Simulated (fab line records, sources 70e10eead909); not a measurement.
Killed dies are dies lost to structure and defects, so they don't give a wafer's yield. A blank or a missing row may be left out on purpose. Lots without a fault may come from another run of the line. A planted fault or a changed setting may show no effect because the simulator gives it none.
Problem report in the 8D (eight disciplines) form, filled by code | flow nand_harc | the parts of the form that need people (team, actions taken, sign-off) are left out

1. THE PROBLEM
tube_center_temp_C at NHARC_A_CHANNEL_FILL_D2_ANNEAL_22 reads a mean of 647 C on 6 wafers of 2 lots; wafers without a fault read 620 C with a standard deviation of 0.061. That is +99 or more standard deviations from the usual mean.
The step: time 7200 s.
First seen on wafer L400.2, day 19 04:18, on furnace-07. The record holds 36 wafers of 12 lots with a number at this step. Rule for "out", or "out of limits": more than 4 standard deviations from the usual mean. The other wafers with a number count as sound.

2. WHAT IT IS AND WHAT IT IS NOT
question                    | is                                                                                                                                   | is not
which readings at this step | tube_center_temp_C, spike_tc_bottom_C, spike_tc_centre_C, spike_tc_lower_C, spike_tc_top_C, spike_tc_upper_C, tube_center_temp_C_max | -
which lots                  | L400, L401                                                                                                                           | L389, L390, L393, L395, L397, L398, L407, L409, L411, L412
which wafers of those lots  | all that have a number                                                                                                               | -
read on which tools         | furnace-07                                                                                                                           | furnace-05, furnace-06
when                        | from day 19 04:18                                                                                                                    | up to then (18 sound wafers); but 12 sound wafers of L407, L409, L411, L412 came after

3. SUSPECTS, AND WHAT RULES EACH OUT
Counting: a tool at a process step up to the reading stays a suspect if it ran every lot that is out and no sound lot after the first of them.
- ald_sin_batch-02 at NHARC_A_CHANNEL_FILL_D2_ALD_15 (deposits SiNx, target thk 2 nm, pulse time 60 s, ald cycles 19): ruled out as a lasting fault. Sound lots L411, L412 ran on it after its first lot that is out, L401 (day 18 20:22). NHARC_A_CHANNEL_FILL_D2_ALD_15 gives no start for some lots, so the hours and the order of its lots are those of NHARC_A_CHANNEL_FILL_D2_ETCHBACK_19.
- furnace-07 at NHARC_A_CHANNEL_FILL_D2_ANNEAL_22 (time 7200 s): ruled out as a lasting fault. Sound lots L412 ran on it after its first lot that is out, L400 (day 19 04:18).
Left after counting: nothing in the record.

4. THE CAUSE (what the simulator had put in)
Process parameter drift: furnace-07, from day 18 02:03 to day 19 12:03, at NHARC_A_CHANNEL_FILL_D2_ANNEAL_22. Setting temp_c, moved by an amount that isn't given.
Counting ruled it out, wrongly.

5. THE CHAIN OF EFFECTS, in route order
Each row: a reading whose mean over the struck wafers that have a number lies more than 3 standard deviations from the usual. Only readings for which the record gives a usual standard deviation are gone through. hours: the time from each lot's start at the first step in this table that gives one to its start at this step, as a median over the lots. sigmas: the change in usual standard deviations.
hours | step                              | reading                | usual   | on struck wafers | change | sigmas
0     | NHARC_A_CHANNEL_FILL_D2_ANNEAL_22 | spike_tc_bottom_C      | 639.8 C | 668.1            | +28.3  | +18
0     | NHARC_A_CHANNEL_FILL_D2_ANNEAL_22 | spike_tc_centre_C      | 621.0 C | 647.1            | +26.1  | +19
0     | NHARC_A_CHANNEL_FILL_D2_ANNEAL_22 | spike_tc_lower_C       | 620.7 C | 647.0            | +26.3  | +24
0     | NHARC_A_CHANNEL_FILL_D2_ANNEAL_22 | spike_tc_top_C         | 641 C   | 667              | +26    | +8.6
0     | NHARC_A_CHANNEL_FILL_D2_ANNEAL_22 | spike_tc_upper_C       | 620.0 C | 646.8            | +26.8  | +24
0     | NHARC_A_CHANNEL_FILL_D2_ANNEAL_22 | tube_center_temp_C     | 620 C   | 647              | +27    | +99 or more
0     | NHARC_A_CHANNEL_FILL_D2_ANNEAL_22 | tube_center_temp_C_max | 621.61  | 648.88           | +27.27 | +99 or more
The process steps in it:
- NHARC_A_CHANNEL_FILL_D2_ANNEAL_22: time 7200 s.
Later measuring or inspecting steps at which every struck wafer that the step has a row for has a number for every such reading, and none has moved that far: NHARC_A_CHANNEL_FILL_D2_INSPECT_13.

6. WHAT WOULD HAVE CAUGHT IT SOONER
In this record the first reading out of limits was taken at day 19 04:18, 26 hours after the fault began at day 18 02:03.
